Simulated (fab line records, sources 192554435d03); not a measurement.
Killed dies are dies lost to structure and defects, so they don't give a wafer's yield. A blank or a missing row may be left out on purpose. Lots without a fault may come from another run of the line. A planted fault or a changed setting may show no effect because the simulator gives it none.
Chamber matching | flow n5_finfet | N5_BEOL_M11_CURE_71 on uv_cure-03: 3 sister chambers
The step cures SiCOH lowk, time 240 s. 6 wafers are shown with their chamber, then 9 later ones without.

WAFERS WITH THEIR CHAMBER
wafer  | chamber | wafer_temp_C_max | lamp_power_pct (%)
L080.4 | 1       | 388.5            | 52.26
L080.5 | 1       | 387.5            | 52.34
L085.2 | 2       | 386.7            | 52.34
L085.3 | 2       | 386.5            | 52.25
L088.3 | 0       | 386.0            | 52.33
L088.5 | 0       | 386.5            | 52.39

WAFERS WITHOUT THEIR CHAMBER
wafer  | wafer_temp_C_max | lamp_power_pct (%)
L089.2 | 385.8            | 52.19
L089.5 | 386.1            | 52.32
L089.6 | 385.9            | 52.38
L092.1 | 386.3            | 52.29
L092.2 | 386.3            | 52.27
L092.4 | 386.4            | 52.34
L096.1 | 386.4            | 52.26
L096.2 | 387.2            | 52.27
L096.5 | 387.2            | 52.32

WHICH CHAMBER EACH WENT THROUGH
wafer  | from the rows above          | in truth
L089.2 | can't be placed: 2 or 0      | 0
L089.5 | can't be placed: 0 or 2      | 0
L089.6 | can't be placed: 0 or 2      | 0
L092.1 | can't be placed: 2 or 0      | 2
L092.2 | can't be placed: 2 or 0      | 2
L092.4 | can't be placed: 0 or 2      | 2
L096.1 | can't be placed: 2 or 0      | 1
L096.2 | can't be placed: 2 or 1 or 0 | 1
L096.5 | can't be placed: 2 or 1 or 0 | 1
Placed correctly: 0 of 9. Can't be placed from these rows: 9 (the true chamber is among the candidates in 8). Placed wrongly: 0.
How it was worked out, from the rows above alone: a wafer's distance from a chamber is the root of the sum, over the readings, of the square of ((its reading less the chamber's mean) divided by the reading's scatter). The wafer belongs to the nearest chamber; if the next one is less than 2 further off, it can't be placed. A chamber's mean is the mean of its shown wafers. The scatter: the root of (the sum of the squares of (reading less its chamber's mean) over the shown wafers, divided by (wafers less chambers)).
